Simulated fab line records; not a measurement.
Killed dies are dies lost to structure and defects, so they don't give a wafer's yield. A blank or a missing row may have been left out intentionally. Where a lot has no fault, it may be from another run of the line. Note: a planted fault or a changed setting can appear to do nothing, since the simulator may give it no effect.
fab line records || flow nand_harc
record: {"lots": 6, "wafers": 16, "last_day": 32}
route steps=1302 shown A_DECK1_JOINT@533 A_ONON_D2@545 END@1302
lots that met no fault: from a run of the same line without faults
start_h: hours from the record's opening day to when the first of the lot's shown wafers began || wait_h: time in hours since the lot's previous step || " as in the row above || L1.1+2: several wafers, shown together as one row || - no value, or no start was given || * or withheld: withheld || < > ~ a bound
route shown NAME@n: names a module that has steps shown in the file, with the first one's number in the route || usual: mean and standard deviation over wafers with no fault || same: alike in all rows || chamber/n: place in a boat || sites: per-site readings || _std_site: how widely they spread, as a standard deviation || _edge_site: the outer-site mean with the inner-site mean subtracted || radius_mm: for every site, how far away it sits from the centre of the wafer || mask NAME#n: copy n || behind: the last tool/chamber to shape the wafer || hold: why the lot was held/for how many hours/how that ended || device: transistor that didn't switch, given as n, p or np || end of line: the route-end tests of the same wafers || where a step has no rows: the recipe by itself || killed: count of dies lost to structure and defects at first sort (not the wafer's yield) || map: shows each die of a wafer: x if killed, . if not, _ if none is there
set.NAME: setting as actually run; set.NAME@STEP: the setting as run at that earlier step || model.NAME: the simulator's own value behind a step, which no gauge read
lots at some steps of the route; a table a step, a row a wafer
services: when a tool's chamber went out of use (start_h, in hours from the record's first day, below 0 if earlier), for how many hours, and the reason
== steps ==
step: NHARC_A_DECK1_JOINT_CVD_34
recipe: {"target_thk_a": 200, "temp_c": 700, "pressure_mtorr": 300, "material": "SiNx"}
step: NHARC_A_DECK1_JOINT_DEP_06
recipe: {"target_thk_a": 800, "temp_c": 65, "material": "SiOx"}
step: NHARC_A_DECK1_JOINT_CURE_26
recipe: {"temp_c": 150, "time_s": 32, "pressure_atm": 0.395}
step: NHARC_A_DECK1_JOINT_ANNEAL_27
recipe: {"temp_c": 400, "time_s": 3600, "idle_temp_c": 300, "ramp_up_c_per_min": 10, "densification_p_h2o_torr": 640}
step: NHARC_A_DECK1_JOINT_ANNEAL_28
recipe: {"temp_c": 500, "time_s": 1800, "idle_temp_c": 400, "ramp_up_c_per_min": 10, "densification_p_h2o_torr": 640}
step: NHARC_A_DECK1_JOINT_ANNEAL_29
recipe: {"temp_c": 750, "time_s": 1800, "idle_temp_c": 500, "ramp_up_c_per_min": 10, "ramp_down_c_per_min": 3}
step: NHARC_A_DECK1_JOINT_CMP_02
recipe: {"material": "SiOx"}
usual: {"motor_current_A": "12.5/1.5"}
{"lot.wafer": "L239.2", "tool": "cmp-04", "chamber": 1, "start_h": 270.91, "wait_h": 0.4, "motor_current_A": 16.5}
{"lot.wafer": "L239.4", "tool": "cmp-04", "chamber": 3, "start_h": 270.91, "wait_h": 0.4, "motor_current_A": 12.7}
{"lot.wafer": "L239.6", "tool": "cmp-04", "chamber": 2, "start_h": 270.91, "wait_h": 0.4, "motor_current_A": 12.9}
{"lot.wafer": "L248.2", "tool": "cmp-04", "chamber": 3, "start_h": 369.16, "wait_h": 0.4, "motor_current_A": 12.6}
{"lot.wafer": "L248.1", "tool": "cmp-04", "chamber": 2, "start_h": 369.16, "wait_h": 0.4, "motor_current_A": 13.3}
{"lot.wafer": "L250.4", "tool": "cmp-04", "chamber": 1, "start_h": 377.35, "wait_h": 0.4, "motor_current_A": 16.2}
{"lot.wafer": "L250.5", "tool": "cmp-04", "chamber": 1, "start_h": 377.35, "wait_h": 0.4, "motor_current_A": 17.1}
{"lot.wafer": "L252.1", "tool": "cmp-03", "chamber": 2, "start_h": 415.28, "wait_h": 0.4, "motor_current_A": 12.6}
{"lot.wafer": "L252.4", "tool": "cmp-03", "chamber": 3, "start_h": 415.28, "wait_h": 0.4, "motor_current_A": 12.7}
{"lot.wafer": "L252.2", "tool": "cmp-03", "chamber": 1, "start_h": 415.28, "wait_h": 0.4, "motor_current_A": 12.8}
{"lot.wafer": "L255.4", "tool": "cmp-01", "chamber": 1, "start_h": 430.80, "wait_h": 0.4, "motor_current_A": 11.0}
{"lot.wafer": "L255.3", "tool": "cmp-01", "chamber": 3, "start_h": 430.80, "wait_h": 0.4, "motor_current_A": 13.0}
{"lot.wafer": "L255.6", "tool": "cmp-01", "chamber": 1, "start_h": 430.80, "wait_h": 0.4, "motor_current_A": 11.2}
{"lot.wafer": "L259.2", "tool": "cmp-01", "chamber": 1, "start_h": 477.74, "wait_h": 0.4, "motor_current_A": 12.0}
{"lot.wafer": "L259.3", "tool": "cmp-01", "chamber": 2, "start_h": 477.74, "wait_h": 0.4, "motor_current_A": 12.0}
{"lot.wafer": "L259.4", "tool": "cmp-01", "chamber": 3, "start_h": 477.74, "wait_h": 0.4, "motor_current_A": 12.9}
step: NHARC_A_DECK1_JOINT_SRD_15
step: NHARC_A_DECK1_JOINT_DEP_16
recipe: {"target_thk_a": 450, "temp_c": 400, "pressure_torr": 6.5, "rf_w": 900, "teos_flow_sccm": 161.4, "flow_sccm": 2650, "target_thk_nm": 45, "gas": "O2", "material": "SiO2"}
usual: {"flow_sccm": "2651/7.5", "heater_power_w": "605/72", "throttle_valve_pct": "16.2/0.47"}
{"lot.wafer": "L239.2", "tool": "pecvd-02", "chamber": 0, "start_h": 271.30, "wait_h": 0.1, "flow_sccm": 2647, "heater_power_w": 549, "throttle_valve_pct": 16.2}
{"lot.wafer": "L239.4", "tool": "pecvd-02", "chamber": 0, "start_h": 271.30, "wait_h": 0.1, "flow_sccm": 2653, "heater_power_w": 539, "throttle_valve_pct": 16.5}
{"lot.wafer": "L239.6", "tool": "pecvd-02", "chamber": 1, "start_h": 271.30, "wait_h": 0.1, "flow_sccm": 2656, "heater_power_w": 547, "throttle_valve_pct": 15.7}
{"lot.wafer": "L248.1", "tool": "pecvd-01", "chamber": 0, "start_h": 369.55, "wait_h": 0.1, "flow_sccm": 2651, "heater_power_w": 644, "throttle_valve_pct": 16.2}
{"lot.wafer": "L248.2", "tool": "pecvd-01", "chamber": 2, "start_h": 369.55, "wait_h": 0.1, "flow_sccm": 2657, "heater_power_w": 499, "throttle_valve_pct": 15.8}
{"lot.wafer": "L250.5", "tool": "pecvd-02", "chamber": 0, "start_h": 377.80, "wait_h": 0.2, "flow_sccm": 2650, "heater_power_w": 665, "throttle_valve_pct": 16.3}
{"lot.wafer": "L250.4", "tool": "pecvd-02", "chamber": 2, "start_h": 377.80, "wait_h": 0.2, "flow_sccm": 2648, "heater_power_w": 518, "throttle_valve_pct": 16.4}
{"lot.wafer": "L252.1", "tool": "pecvd-01", "chamber": 0, "start_h": 415.67, "wait_h": 0.1, "flow_sccm": 2650, "heater_power_w": 573, "throttle_valve_pct": 16.5}
{"lot.wafer": "L252.2", "tool": "pecvd-01", "chamber": 2, "start_h": 415.67, "wait_h": 0.1, "flow_sccm": 2662, "heater_power_w": 575, "throttle_valve_pct": 16.1}
{"lot.wafer": "L252.4", "tool": "pecvd-01", "chamber": 2, "start_h": 415.67, "wait_h": 0.1, "flow_sccm": 2660, "heater_power_w": 576, "throttle_valve_pct": 15.7}
{"lot.wafer": "L255.3", "tool": "pecvd-03", "chamber": 1, "start_h": 431.23, "wait_h": 0.1, "flow_sccm": 2645, "heater_power_w": 614, "throttle_valve_pct": 16.5}
{"lot.wafer": "L255.4", "tool": "pecvd-03", "chamber": 0, "start_h": 431.23, "wait_h": 0.1, "flow_sccm": 2657, "heater_power_w": 643, "throttle_valve_pct": 16.4}
{"lot.wafer": "L255.6", "tool": "pecvd-03", "chamber": 1, "start_h": 431.23, "wait_h": 0.1, "flow_sccm": 2648, "heater_power_w": 626, "throttle_valve_pct": 16.7}
{"lot.wafer": "L259.2", "tool": "pecvd-01", "chamber": 2, "start_h": 478.10, "wait_h": 0.1, "flow_sccm": 2652, "heater_power_w": 532, "throttle_valve_pct": 16.0}
{"lot.wafer": "L259.3", "tool": "pecvd-01", "chamber": 1, "start_h": 478.10, "wait_h": 0.1, "flow_sccm": 2646, "heater_power_w": 637, "throttle_valve_pct": 17.2}
{"lot.wafer": "L259.4", "tool": "pecvd-01", "chamber": 0, "start_h": 478.10, "wait_h": 0.1, "flow_sccm": 2634, "heater_power_w": 676, "throttle_valve_pct": 16.5}
step: NHARC_A_DECK1_JOINT_THK_MEAS_17
recipe: {"thk_meas_gauge": "ellipsometry"}
usual: {"thk_nm": "45.2/1.3"}
{"lot.wafer": "L239.2", "tool": "film_metro-01", "chamber": "-", "start_h": 271.58, "wait_h": 0.3, "thk_nm": 45.8}
{"lot.wafer": "L239.4", "tool": "film_metro-01", "chamber": "-", "start_h": 271.58, "wait_h": 0.3, "thk_nm": 45.6}
{"lot.wafer": "L239.6", "tool": "film_metro-01", "chamber": "-", "start_h": 271.58, "wait_h": 0.3, "thk_nm": 46.2}
{"lot.wafer": "L248.1", "tool": "film_metro-01", "chamber": "-", "start_h": 369.91, "wait_h": 0.3, "thk_nm": 43.5}
{"lot.wafer": "L248.2", "tool": "film_metro-01", "chamber": "-", "start_h": 369.91, "wait_h": 0.3, "thk_nm": 44.7}
{"lot.wafer": "L250.4", "tool": "film_metro-01", "chamber": "-", "start_h": 377.99, "wait_h": 0.1, "thk_nm": 46.4}
{"lot.wafer": "L250.5", "tool": "film_metro-01", "chamber": "-", "start_h": 377.99, "wait_h": 0.1, "thk_nm": 44.1}
{"lot.wafer": "L252.1", "tool": "film_metro-01", "chamber": "-", "start_h": 415.95, "wait_h": 0.3, "thk_nm": 45.2}
{"lot.wafer": "L252.2", "tool": "film_metro-01", "chamber": "-", "start_h": 415.95, "wait_h": 0.3, "thk_nm": 44.6}
{"lot.wafer": "L252.4", "tool": "film_metro-01", "chamber": "-", "start_h": 415.95, "wait_h": 0.3, "thk_nm": 42.5}
{"lot.wafer": "L255.3", "tool": "film_metro-02", "chamber": "-", "start_h": 431.45, "wait_h": 0.2, "thk_nm": 47.7}
{"lot.wafer": "L255.4", "tool": "film_metro-02", "chamber": "-", "start_h": 431.45, "wait_h": 0.2, "thk_nm": 43.9}
{"lot.wafer": "L255.6", "tool": "film_metro-02", "chamber": "-", "start_h": 431.45, "wait_h": 0.2, "thk_nm": 41.8}
{"lot.wafer": "L259.2", "tool": "film_metro-01", "chamber": "-", "start_h": 478.38, "wait_h": 0.3, "thk_nm": 43.5}
{"lot.wafer": "L259.3", "tool": "film_metro-01", "chamber": "-", "start_h": 478.38, "wait_h": 0.3, "thk_nm": 43.8}
{"lot.wafer": "L259.4", "tool": "film_metro-01", "chamber": "-", "start_h": 478.38, "wait_h": 0.3, "thk_nm": 44.4}
step: NHARC_A_DECK1_JOINT_INSPECT_05
usual: {"raw_defect_count": "325/130"}
{"lot.wafer": "L239.2", "tool": "defect_inspect-01", "chamber": "-", "start_h": 271.62, "wait_h": 0.0, "raw_defect_count": 472}
{"lot.wafer": "L239.4", "tool": "defect_inspect-01", "chamber": "-", "start_h": 271.62, "wait_h": 0.0, "raw_defect_count": 366}
{"lot.wafer": "L239.6", "tool": "defect_inspect-01", "chamber": "-", "start_h": 271.62, "wait_h": 0.0, "raw_defect_count": 286}
{"lot.wafer": "L248.1", "tool": "defect_inspect-01", "chamber": "-", "start_h": 369.95, "wait_h": 0.0, "raw_defect_count": 111}
{"lot.wafer": "L248.2", "tool": "defect_inspect-01", "chamber": "-", "start_h": 369.95, "wait_h": 0.0, "raw_defect_count": 124}
{"lot.wafer": "L250.4", "tool": "defect_inspect-02", "chamber": "-", "start_h": 378.03, "wait_h": 0.0, "raw_defect_count": 278}
{"lot.wafer": "L250.5", "tool": "defect_inspect-02", "chamber": "-", "start_h": 378.03, "wait_h": 0.0, "raw_defect_count": 187}
{"lot.wafer": "L252.1", "tool": "defect_inspect-01", "chamber": "-", "start_h": 415.99, "wait_h": 0.0, "raw_defect_count": 195}
{"lot.wafer": "L252.2", "tool": "defect_inspect-01", "chamber": "-", "start_h": 415.99, "wait_h": 0.0, "raw_defect_count": 286}
{"lot.wafer": "L252.4", "tool": "defect_inspect-01", "chamber": "-", "start_h": 415.99, "wait_h": 0.0, "raw_defect_count": 249}
{"lot.wafer": "L255.3", "tool": "defect_inspect-01", "chamber": "-", "start_h": 431.49, "wait_h": 0.0, "raw_defect_count": 305}
{"lot.wafer": "L255.4", "tool": "defect_inspect-01", "chamber": "-", "start_h": 431.49, "wait_h": 0.0, "raw_defect_count": 235}
{"lot.wafer": "L255.6", "tool": "defect_inspect-01", "chamber": "-", "start_h": 431.49, "wait_h": 0.0, "raw_defect_count": 206}
{"lot.wafer": "L259.2", "tool": "defect_inspect-02", "chamber": "-", "start_h": 478.42, "wait_h": 0.0, "raw_defect_count": 296}
{"lot.wafer": "L259.3", "tool": "defect_inspect-02", "chamber": "-", "start_h": 478.42, "wait_h": 0.0, "raw_defect_count": 227}
{"lot.wafer": "L259.4", "tool": "defect_inspect-02", "chamber": "-", "start_h": 478.42, "wait_h": 0.0, "raw_defect_count": 321}
step: NHARC_A_ONON_D2_DEP_00
recipe: {"target_thk_a": 10000, "n2_flow_sccm": 2750, "n2o_flow_sccm": 2000, "nh3_flow_sccm": 500, "sih4_flow_sccm": 210, "temp_c": 400}
usual: {"n2o_flow_sccm": "1999/5.6"}
{"lot.wafer": "L239.2", "tool": "pecvd_onon-03", "chamber": 0, "start_h": 271.74, "wait_h": 0.1, "n2o_flow_sccm": 1992}
{"lot.wafer": "L239.4", "tool": "pecvd_onon-03", "chamber": 0, "start_h": 271.74, "wait_h": 0.1, "n2o_flow_sccm": 1997}
{"lot.wafer": "L239.6", "tool": "pecvd_onon-03", "chamber": 0, "start_h": 271.74, "wait_h": 0.1, "n2o_flow_sccm": 1992}
{"lot.wafer": "L248.1", "tool": "pecvd_onon-03", "chamber": 0, "start_h": 370.02, "wait_h": 0.1, "n2o_flow_sccm": 2002}
{"lot.wafer": "L248.2", "tool": "pecvd_onon-03", "chamber": 0, "start_h": 370.02, "wait_h": 0.1, "n2o_flow_sccm": 2003}
{"lot.wafer": "L250.4", "tool": "pecvd_onon-03", "chamber": 0, "start_h": 378.26, "wait_h": 0.2, "n2o_flow_sccm": 1999}
{"lot.wafer": "L250.5", "tool": "pecvd_onon-03", "chamber": 0, "start_h": 378.26, "wait_h": 0.2, "n2o_flow_sccm": 1996}
{"lot.wafer": "L252.1", "tool": "pecvd_onon-02", "chamber": 0, "start_h": 416.05, "wait_h": 0.1, "n2o_flow_sccm": 1995}
{"lot.wafer": "L252.2", "tool": "pecvd_onon-02", "chamber": 0, "start_h": 416.05, "wait_h": 0.1, "n2o_flow_sccm": 2001}
{"lot.wafer": "L252.4", "tool": "pecvd_onon-02", "chamber": 0, "start_h": 416.05, "wait_h": 0.1, "n2o_flow_sccm": 2005}
{"lot.wafer": "L255.3", "tool": "pecvd_onon-01", "chamber": 0, "start_h": 431.67, "wait_h": 0.2, "n2o_flow_sccm": 2000}
{"lot.wafer": "L255.4", "tool": "pecvd_onon-01", "chamber": 0, "start_h": 431.67, "wait_h": 0.2, "n2o_flow_sccm": 1997}
{"lot.wafer": "L255.6", "tool": "pecvd_onon-01", "chamber": 0, "start_h": 431.67, "wait_h": 0.2, "n2o_flow_sccm": 1994}
{"lot.wafer": "L259.2", "tool": "pecvd_onon-03", "chamber": 0, "start_h": 478.54, "wait_h": 0.1, "n2o_flow_sccm": 1995}
{"lot.wafer": "L259.3", "tool": "pecvd_onon-03", "chamber": 0, "start_h": 478.54, "wait_h": 0.1, "n2o_flow_sccm": 1990}
{"lot.wafer": "L259.4", "tool": "pecvd_onon-03", "chamber": 0, "start_h": 478.54, "wait_h": 0.1, "n2o_flow_sccm": 1995}
step: NHARC_A_ONON_D2_THK_MEAS_02
recipe: {"thk_meas_gauge": "ellipsometry"}
usual: {"thk_nm": "998/8.2"}
{"lot.wafer": "L239.2", "tool": "film_metro-02", "chamber": "-", "start_h": 272.19, "wait_h": "-", "thk_nm": 991}
{"lot.wafer": "L239.4", "tool": "film_metro-02", "chamber": "-", "start_h": 272.19, "wait_h": "-", "thk_nm": 992}
{"lot.wafer": "L239.6", "tool": "film_metro-02", "chamber": "-", "start_h": 272.19, "wait_h": "-", "thk_nm": 992}
{"lot.wafer": "L248.1", "tool": "film_metro-02", "chamber": "-", "start_h": 370.53, "wait_h": "-", "thk_nm": 1005}
{"lot.wafer": "L248.2", "tool": "film_metro-02", "chamber": "-", "start_h": 370.53, "wait_h": "-", "thk_nm": 1540}
{"lot.wafer": "L250.4", "tool": "film_metro-01", "chamber": "-", "start_h": 378.60, "wait_h": "-", "thk_nm": 987}
{"lot.wafer": "L250.5", "tool": "film_metro-01", "chamber": "-", "start_h": 378.60, "wait_h": "-", "thk_nm": 1522}
{"lot.wafer": "L252.1", "tool": "film_metro-02", "chamber": "-", "start_h": 416.56, "wait_h": "-", "thk_nm": 1005}
{"lot.wafer": "L252.2", "tool": "film_metro-02", "chamber": "-", "start_h": 416.56, "wait_h": "-", "thk_nm": 1005}
{"lot.wafer": "L252.4", "tool": "film_metro-02", "chamber": "-", "start_h": 416.56, "wait_h": "-", "thk_nm": 1004}
{"lot.wafer": "L255.3", "tool": "film_metro-01", "chamber": "-", "start_h": 432.06, "wait_h": "-", "thk_nm": 997}
{"lot.wafer": "L255.4", "tool": "film_metro-01", "chamber": "-", "start_h": 432.06, "wait_h": "-", "thk_nm": 1000}
{"lot.wafer": "L255.6", "tool": "film_metro-01", "chamber": "-", "start_h": 432.06, "wait_h": "-", "thk_nm": 1000}
{"lot.wafer": "L259.2", "tool": "film_metro-02", "chamber": "-", "start_h": 478.99, "wait_h": "-", "thk_nm": 1005}
{"lot.wafer": "L259.3", "tool": "film_metro-02", "chamber": "-", "start_h": 478.99, "wait_h": "-", "thk_nm": 1004}
{"lot.wafer": "L259.4", "tool": "film_metro-02", "chamber": "-", "start_h": 478.99, "wait_h": "-", "thk_nm": 1005}
step: NHARC_A_ONON_D2_DEP_03
recipe: {"target_thk_a": 10000, "n2_flow_sccm": 2750, "n2o_flow_sccm": 2000, "nh3_flow_sccm": 500, "sih4_flow_sccm": 210, "temp_c": 400}
step: NHARC_END_SORT_01
recipe: {"temp_c": 25}
usual: {"killed_at_array": "56/20", "killed_at_other": "0.9/1.1", "killed_at_periphery": "3.7/3", "killed_dies": "61/21", "killed_open": "2.9/1.6", "killed_short": "2.6/1.4"}
same: {"gross_dies": 677}
{"lot.wafer": "L248.2", "tool": "prober-01", "chamber": 0, "start_h": 662.66, "wait_h": 2.8, "killed_at_array": 672, "killed_at_other": 2, "killed_at_periphery": 3, "killed_dies": 677, "killed_open": 3, "killed_short": 4}
{"lot.wafer": "L250.4", "tool": "prober-01", "chamber": 0, "start_h": 672.00, "wait_h": 3.4, "killed_at_array": 70, "killed_at_other": 0, "killed_at_periphery": 6, "killed_dies": 76, "killed_open": 4, "killed_short": 3}
{"lot.wafer": "L250.5", "tool": "prober-01", "chamber": 0, "start_h": 672.80, "wait_h": 3.7, "killed_at_array": 668, "killed_at_other": 1, "killed_at_periphery": 8, "killed_dies": 677, "killed_open": 0, "killed_short": 3}
{"lot.wafer": "L252.1", "tool": "prober-02", "chamber": 0, "start_h": 708.63, "wait_h": 2.5, "killed_at_array": 58, "killed_at_other": 0, "killed_at_periphery": 1, "killed_dies": 59, "killed_open": 6, "killed_short": 3}
{"lot.wafer": "L252.2", "tool": "prober-02", "chamber": 0, "start_h": 709.43, "wait_h": 2.8, "killed_at_array": 49, "killed_at_other": 0, "killed_at_periphery": 2, "killed_dies": 51, "killed_open": 2, "killed_short": 1}
{"lot.wafer": "L252.4", "tool": "prober-02", "chamber": 0, "start_h": 711.02, "wait_h": 3.4, "killed_at_array": 51, "killed_at_other": 1, "killed_at_periphery": 0, "killed_dies": 52, "killed_open": 0, "killed_short": 2}
{"lot.wafer": "L255.3", "tool": "prober-01", "chamber": 0, "start_h": 719.63, "wait_h": 3.1, "killed_at_array": 69, "killed_at_other": 4, "killed_at_periphery": 3, "killed_dies": 76, "killed_open": 1, "killed_short": 2}
{"lot.wafer": "L255.4", "tool": "prober-01", "chamber": 0, "start_h": 720.43, "wait_h": 3.4, "killed_at_array": 77, "killed_at_other": 3, "killed_at_periphery": 9, "killed_dies": 89, "killed_open": 4, "killed_short": 6}
{"lot.wafer": "L255.6", "tool": "prober-01", "chamber": 0, "start_h": 722.05, "wait_h": 4.0, "killed_at_array": 75, "killed_at_other": 3, "killed_at_periphery": 4, "killed_dies": 82, "killed_open": 0, "killed_short": 3}
killed by level:class
L248.2 A_ONON_D2:area_dep=634 A_CHANNEL_HOLE_D2:chamber_film_flake=13 A_CHANNEL_HOLE_D1:chamber_film_flake=7 A_WL_FILL:chamber_film_flake=4 A_CONTACT:chamber_film_flake=4 P_M0:chamber_film_flake=2 A_BONDPAD:chamber_film_flake=2 THIN_TSV:chamber_film_flake=2
L250.4 A_SLIT:chamber_film_flake=22 A_CHANNEL_HOLE_D1:chamber_film_flake=18 A_CHANNEL_HOLE_D2:chamber_film_flake=13 P_STI:chamber_film_flake=3 A_STAIRCASE:chamber_film_flake=3 P_M0:chamber_film_flake=2 A_CONTACT:chamber_film_flake=2 A_BLC:chamber_film_flake=2
L250.5 A_ONON_D2:area_dep=588 A_SLIT:chamber_film_flake=33 A_CHANNEL_HOLE_D1:chamber_film_flake=19 A_CHANNEL_HOLE_D2:chamber_film_flake=13 P_STI:chamber_film_flake=4 P_M0:chamber_film_flake=3 A_CONTACT:chamber_film_flake=3 A_BLC:chamber_film_flake=3
L252.1 A_CHANNEL_HOLE_D2:chamber_film_flake=22 A_CHANNEL_HOLE_D1:chamber_film_flake=8 A_CONTACT:chamber_film_flake=7 A_STAIRCASE:chamber_film_flake=5 A_M0:geometric_particle:open=3 A_CHANNEL_FILL_D2:chamber_film_flake=2 A_SLIT:chamber_film_flake=2 A_CHANNEL_HOLE_D1:geometric_particle:open=1
L252.2 A_CHANNEL_HOLE_D2:chamber_film_flake=28 A_CHANNEL_HOLE_D1:chamber_film_flake=8 A_CONTACT:chamber_film_flake=3 A_DECK1_JOINT:chamber_film_flake=2 A_SLIT:chamber_film_flake=2 P_M1:geometric_particle:open=1 A_ONON_D1:geometric_particle:short=1 A_BLC:geometric_particle:open=1
L252.4 A_CHANNEL_HOLE_D2:chamber_film_flake=23 A_CHANNEL_HOLE_D1:chamber_film_flake=8 A_CONTACT:chamber_film_flake=6 A_STAIRCASE:chamber_film_flake=5 A_ZERO_WELL:chamber_film_flake=2 A_BLC:chamber_film_flake=2 A_CHANNEL_HOLE_D1:geometric_particle:short=1 A_ONON_D2:geometric_particle:short=1
L255.3 A_SLIT:chamber_film_flake=28 A_CHANNEL_HOLE_D2:chamber_film_flake=22 A_STAIRCASE:chamber_film_flake=7 A_CHANNEL_HOLE_D1:chamber_film_flake=3 THIN_TSV:chamber_film_flake=3 A_WL_FILL:chamber_film_flake=2 A_CONTACT:chamber_film_flake=2 A_M0:chamber_film_flake=2
L255.4 A_CHANNEL_HOLE_D2:chamber_film_flake=29 A_SLIT:chamber_film_flake=23 A_CHANNEL_HOLE_D1:chamber_film_flake=8 P_GATE:chamber_film_flake=3 P_M2:chamber_film_flake=3 A_STAIRCASE:chamber_film_flake=3 P_CONTACT:chamber_film_flake=2 A_DECK1_JOINT:chamber_film_flake=2
L255.6 A_SLIT:chamber_film_flake=34 A_CHANNEL_HOLE_D2:chamber_film_flake=21 A_CHANNEL_HOLE_D1:chamber_film_flake=7 A_STAIRCASE:chamber_film_flake=4 THIN_TSV:chamber_film_flake=3 P_CONTACT:chamber_film_flake=2 P_M2:chamber_film_flake=2 A_CONTACT:chamber_film_flake=2
map L248.2 (x killed, . not)
____________x____________
_________xxxxxxx_________
_______xxxxxxxxxxx_______
______xxxxxxxxxxxxx______
_____xxxxxxxxxxxxxxx_____
____xxxxxxxxxxxxxxxxx____
____xxxxxxxxxxxxxxxxx____
___xxxxxxxxxxxxxxxxxxx___
___xxxxxxxxxxxxxxxxxxx___
__xxxxxxxxxxxxxxxxxxxxx__
__xxxxxxxxxxxxxxxxxxxxx__
_xxxxxxxxxxxxxxxxxxxxxxx_
_xxxxxxxxxxxxxxxxxxxxxxx_
_xxxxxxxxxxxxxxxxxxxxxxx_
_xxxxxxxxxxxxxxxxxxxxxxx_
_xxxxxxxxxxxxxxxxxxxxxxx_
xxxxxxxxxxxxxxxxxxxxxxxxx
xxxxxxxxxxxxxxxxxxxxxxxxx
xxxxxxxxxxxxxxxxxxxxxxxxx
xxxxxxxxxxxxxxxxxxxxxxxxx
xxxxxxxxxxxxxxxxxxxxxxxxx
_xxxxxxxxxxxxxxxxxxxxxxx_
_xxxxxxxxxxxxxxxxxxxxxxx_
_xxxxxxxxxxxxxxxxxxxxxxx_
_xxxxxxxxxxxxxxxxxxxxxxx_
_xxxxxxxxxxxxxxxxxxxxxxx_
__xxxxxxxxxxxxxxxxxxxxx__
__xxxxxxxxxxxxxxxxxxxxx__
___xxxxxxxxxxxxxxxxxxx___
___xxxxxxxxxxxxxxxxxxx___
____xxxxxxxxxxxxxxxxx____
____xxxxxxxxxxxxxxxxx____
_____xxxxxxxxxxxxxxx_____
______xxxxxxxxxxxxx______
_______xxxxxxxxxxx_______
_________xxxxxxx_________
____________x____________
map L250.5 (x killed, . not)
____________x____________
_________xxxxxxx_________
_______xxxxxxxxxxx_______
______xxxxxxxxxxxxx______
_____xxxxxxxxxxxxxxx_____
____xxxxxxxxxxxxxxxxx____
____xxxxxxxxxxxxxxxxx____
___xxxxxxxxxxxxxxxxxxx___
___xxxxxxxxxxxxxxxxxxx___
__xxxxxxxxxxxxxxxxxxxxx__
__xxxxxxxxxxxxxxxxxxxxx__
_xxxxxxxxxxxxxxxxxxxxxxx_
_xxxxxxxxxxxxxxxxxxxxxxx_
_xxxxxxxxxxxxxxxxxxxxxxx_
_xxxxxxxxxxxxxxxxxxxxxxx_
_xxxxxxxxxxxxxxxxxxxxxxx_
xxxxxxxxxxxxxxxxxxxxxxxxx
xxxxxxxxxxxxxxxxxxxxxxxxx
xxxxxxxxxxxxxxxxxxxxxxxxx
xxxxxxxxxxxxxxxxxxxxxxxxx
xxxxxxxxxxxxxxxxxxxxxxxxx
_xxxxxxxxxxxxxxxxxxxxxxx_
_xxxxxxxxxxxxxxxxxxxxxxx_
_xxxxxxxxxxxxxxxxxxxxxxx_
_xxxxxxxxxxxxxxxxxxxxxxx_
_xxxxxxxxxxxxxxxxxxxxxxx_
__xxxxxxxxxxxxxxxxxxxxx__
__xxxxxxxxxxxxxxxxxxxxx__
___xxxxxxxxxxxxxxxxxxx___
___xxxxxxxxxxxxxxxxxxx___
____xxxxxxxxxxxxxxxxx____
____xxxxxxxxxxxxxxxxx____
_____xxxxxxxxxxxxxxx_____
______xxxxxxxxxxxxx______
_______xxxxxxxxxxx_______
_________xxxxxxx_________
____________x____________
== services ==
{"tool": "pecvd-01", "chamber": 1, "start_h": 251.79, "hours": 7.7, "kind": "repair"}
{"tool": "cmp-04", "chamber": "-", "start_h": 267.03, "hours": 0.7, "kind": "repair"}
{"tool": "cmp-01", "chamber": "-", "start_h": 269.41, "hours": 2.0, "kind": "repair"}
{"tool": "cmp-01", "chamber": "-", "start_h": 275.09, "hours": 4.0, "kind": "repair"}
{"tool": "cmp-01", "chamber": "-", "start_h": 283.50, "hours": 4.0, "kind": "pm"}
{"tool": "cmp-04", "chamber": "-", "start_h": 307.07, "hours": 4.0, "kind": "pm"}
{"tool": "pecvd-01", "chamber": "-", "start_h": 311.12, "hours": 13.0, "kind": "pm"}
{"tool": "cmp-01", "chamber": "-", "start_h": 320.28, "hours": 0.6, "kind": "repair"}
{"tool": "cmp-01", "chamber": "-", "start_h": 351.19, "hours": 3.0, "kind": "repair"}
{"tool": "cmp-04", "chamber": "-", "start_h": 363.65, "hours": 1.4, "kind": "repair"}
{"tool": "pecvd-01", "chamber": 1, "start_h": 369.20, "hours": 8.6, "kind": "repair"}
{"tool": "cmp-01", "chamber": "-", "start_h": 377.07, "hours": 1.8, "kind": "repair"}
{"tool": "cmp-01", "chamber": "-", "start_h": 381.50, "hours": 4.0, "kind": "pm"}
{"tool": "cmp-04", "chamber": "-", "start_h": 390.93, "hours": 1.0, "kind": "repair"}
{"tool": "cmp-04", "chamber": "-", "start_h": 392.88, "hours": 0.4, "kind": "repair"}
{"tool": "cmp-04", "chamber": "-", "start_h": 405.07, "hours": 4.0, "kind": "pm"}
{"tool": "pecvd-02", "chamber": "-", "start_h": 408.00, "hours": 13.0, "kind": "pm"}
{"tool": "pecvd_onon-03", "chamber": "-", "start_h": 408.34, "hours": 13.0, "kind": "pm"}
{"tool": "cmp-01", "chamber": "-", "start_h": 417.41, "hours": 4.2, "kind": "repair"}
{"tool": "cmp-04", "chamber": "-", "start_h": 440.16, "hours": 1.3, "kind": "repair"}
{"tool": "cmp-04", "chamber": "-", "start_h": 454.43, "hours": 0.6, "kind": "repair"}
{"tool": "cmp-04", "chamber": "-", "start_h": 455.60, "hours": 1.6, "kind": "repair"}
{"tool": "cmp-04", "chamber": "-", "start_h": 458.49, "hours": 4.1, "kind": "repair"}
{"tool": "cmp-04", "chamber": "-", "start_h": 474.68, "hours": 2.5, "kind": "repair"}
== key ==
first_sign: {"step": "NHARC_A_ONON_D2_THK_MEAS_02", "reading": "thk_nm", "direction": "up", "sigmas": 65, "usual": 998, "struck": 1531}
effect: {"step": "NHARC_END_SORT_01", "reading": "killed_at_array", "direction": "up", "sigmas": 30, "usual": 56, "struck": 670}
more_kills_born_at: {"NHARC_A_ONON_D2_DEP_00@pecvd_onon-03": 1222}
met_at NHARC_A_ONON_D2_DEP_00
struck_wafers L248.2,L250.5
later_rows_left_out L248.2,L250.5
tester_left_out L248,L250
onset_between 271.74 370.02
fault: {"kind": "process_parameter_drift", "tool": "pecvd_onon-03", "chamber": "-", "onset_h": 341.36, "steps": "NHARC_A_ONON_D2_DEP_00", "channel": "target_thk_a", "offset": "*", "shape": "step", "end_h": 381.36, "scope": "struck_wafers_only", "acts_in": "*", "stated": "*"}
tester_left_out: of these lots the tester's yield and bins aren't shown, on N5 and GAA mostly nor the transistor test; their killed dies are dies lost to structure and defects alone, not to doping, threshold or leakage, so they don't give the yield
later_rows_left_out: the simulator's readings of these wafers behind a module that went badly wrong aren't trusted and aren't shown, but for the sort
